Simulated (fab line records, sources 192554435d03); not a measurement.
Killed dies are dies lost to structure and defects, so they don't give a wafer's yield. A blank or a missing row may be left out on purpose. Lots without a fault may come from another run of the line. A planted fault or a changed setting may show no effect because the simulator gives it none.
Split-lot experiment | flow n5_finfet | 7 lots, 21 wafers read, on a route of 1938 steps

THE SPLIT
At N5_MOL_CONTACT_COAG_EXPOSE_05 (exposes mask CA, defocus 0 nm), the setting dose_mj was moved away from the recipe's 38.25 on 5 of the 21 wafers read, by +2.6% to +6.2%. The other wafers ran this setting at the recipe's value.

FROM THE SPLIT TO THE READING: what the file shows between them, 2 steps
- N5_MOL_CONTACT_COAG_PEB_06: peb time 60 s
- N5_MOL_CONTACT_COAG_DEVELOP_07: develop time 30 s

THE READING
cd_nm, in nm, at N5_MOL_CONTACT_COAG_CD_MEAS_08 (target cd 28 nm). Fault-free wafers of this fab line usually give 28.01 nm, standard deviation 0.22 nm.

wafer  | tool, chamber at the split | dose_mj as run | against the recipe | cd_nm, nm | against lot-mates on the recipe
L075.1 | euv_scanner-02, 0          | 38.25          | recipe             | 28.10     | -
L075.2 | euv_scanner-02, 0          | 38.25          | recipe             | 28.26     | -
L075.3 | euv_scanner-02, 0          | 38.25          | recipe             | 28.10     | -
L076.3 | euv_scanner-02, 0          | 40.62          | +6.2%              | 29.66     | +1.75
L076.4 | euv_scanner-02, 0          | 38.25          | recipe             | 28.28     | -
L076.6 | euv_scanner-02, 0          | 38.25          | recipe             | 27.53     | -
L081.1 | euv_scanner-01, 0          | 38.25          | recipe             | 27.80     | -
L081.2 | euv_scanner-01, 0          | 38.25          | recipe             | 27.87     | -
L081.3 | euv_scanner-01, 0          | 38.25          | recipe             | 27.98     | -
L083.1 | euv_scanner-01, 0          | 39.26          | +2.6%              | 28.56     | +0.57
L083.2 | euv_scanner-01, 0          | 39.26          | +2.6%              | 28.73     | +0.74
L083.3 | euv_scanner-01, 0          | 38.25          | recipe             | 27.99     | -
L086.3 | euv_scanner-01, 0          | 38.25          | recipe             | 28.00     | -
L086.4 | euv_scanner-01, 0          | 38.25          | recipe             | 27.69     | -
L086.6 | euv_scanner-01, 0          | 38.25          | recipe             | 27.74     | -
L089.1 | euv_scanner-02, 0          | 39.93          | +4.4%              | 29.01     | +1.19
L089.3 | euv_scanner-02, 0          | 38.25          | recipe             | 27.82     | -
L089.4 | euv_scanner-02, 0          | 39.93          | +4.4%              | 29.03     | +1.21
L090.4 | euv_scanner-01, 0          | 38.25          | recipe             | 28.10     | -
L090.5 | euv_scanner-01, 0          | 38.25          | recipe             | 28.22     | -
L090.6 | euv_scanner-01, 0          | 38.25          | recipe             | 28.40     | -

THE FIT
A straight line over all 21 wafers: cd_nm changes by +0.252 nm for each +1% of dose_mj; r = +0.91; the points scatter about the line by 0.22 nm.
The same after taking each lot's own level away (the mean of its wafers on the recipe; 21 wafers): +0.275 nm for each +1%; r = +0.96; scatter 0.15 nm.
On that fit, the largest move of dose_mj shifts the reading by 1.7 nm.
The lots' own levels span 27.810 to 28.240 nm, that is 2.0 times the standard deviation above.
So the lot-to-lot level changes the slope little: the two slopes agree.
Check: with one of the wafers moved furthest among these (+6.2%) left out of the fit, the line predicts +1.65 nm for it against its lot-mates. It came out at +1.75 nm against them.

OTHER SPLITS ON THESE WAFERS
These wafers also went through other splits before the reading. Each is held against what the fit with the lots' levels taken away leaves over:
other split on the same wafers | wafers away from the commonest value | r with cd_nm (lot level and that fit taken away)
N5_SDB_ALD_29 ald_cycles       | 7                                    | +0.45
N5_HKMG_FIN_COAT_06 spin_rpm   | 4                                    | -0.03

THE WHOLE CHAIN: every reading that the file lists as answering this split, in the file's order
step                                | what it does                                                             | reading                                                                        | change (the file's fit)               | r (the file's)
N5_MOL_CONTACT_COAG_CD_MEAS_08      | target cd 28 nm                                                          | cd_nm                                                                          | +0.276 nm for each +1% of the setting | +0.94
N5_MOL_CONTACT_COAG_ETCH_105        | etches SiARC in CF4, target depth 15.6 nm, time 26 s                     | MOL_CONTACT_COAG.cd_offset_nm (the simulator's own value, which no gauge read) | +0.192 nm for each +1% of the setting | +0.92
N5_MOL_CONTACT_COAG_ETCH_106        | etches SOC in N2/H2, target depth 80 nm, overetch 16 nm, time 120 s      | MOL_CONTACT_COAG.cd_offset_nm (the simulator's own value, which no gauge read) | +0.209 nm for each +1% of the setting | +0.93
N5_MOL_CONTACT_COAG_CONTACT_ETCH_14 | etches SiO2 in C4F6/O2, target depth 27.5 nm, overetch 8.5 nm, time 20 s | MOL_CONTACT_COAG.cd_offset_nm (the simulator's own value, which no gauge read) | +0.199 nm for each +1% of the setting | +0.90

THE FILE'S OWN FIT
cd_nm changes by +0.276 nm for each +1% of dose_mj, r = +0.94.
